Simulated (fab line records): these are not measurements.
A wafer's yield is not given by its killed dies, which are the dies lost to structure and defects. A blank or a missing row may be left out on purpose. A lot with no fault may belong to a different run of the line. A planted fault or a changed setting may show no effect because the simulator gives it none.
Matching of chambers + flow n5-finfet + N5_BEOL_M8_ALD_77 on ald-metal-04: 4 sister chambers
The step deposits TaN, target thk 2 nm, pulse time 2 s, purge time 3 s. 4 wafers are shown with their chamber, then 7 later ones without.

## WAFERS WITH THEIR CHAMBER
| wafer  | chamber | heater-power-w (W) |
|--------|---------|--------------------|
| L082.6 | 0       | 418                |
| L087.1 | 1       | 354                |
| L091.1 | 3       | 460                |
| L091.5 | 2       | 389                |

## WAFERS WITH NO CHAMBER GIVEN
| wafer  | heater-power-w (W) |
|--------|--------------------|
| L091.6 | 465                |
| L094.2 | 414                |
| L094.4 | 339                |
| L094.6 | 469                |
| L095.1 | 409                |
| L095.4 | 420                |
| L095.5 | 401                |

## CHAMBER TAKEN BY EACH
| wafer  | from the rows above     | in truth |
|--------|-------------------------|----------|
| L091.6 | 3                       | 3        |
| L094.2 | 0                       | 0        |
| L094.4 | 1                       | 1        |
| L094.6 | 3                       | 3        |
| L095.1 | can't be placed: 0 or 2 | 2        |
| L095.4 | 0                       | 0        |
| L095.5 | can't be placed: 2 or 0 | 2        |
Correct placement for 5 of the 7. These rows do not allow placing 2 (true chamber among the candidates in 2). Number placed wrongly: 0.
How it was worked out, from the rows above alone: a wafer's distance from a chamber is the root of the sum, over the readings, of the square of ((its reading less the chamber's mean) divided by the reading's scatter). If the next closest chamber is less than 2 further off than the closest, the wafer can't be placed; otherwise it belongs to the closest. For every chamber, the mean is computed from those of its wafers that are shown. The scatter (one wafer shown for each chamber): square how far every hidden wafer sits from the nearest shown wafer, average those squares and take the square root.
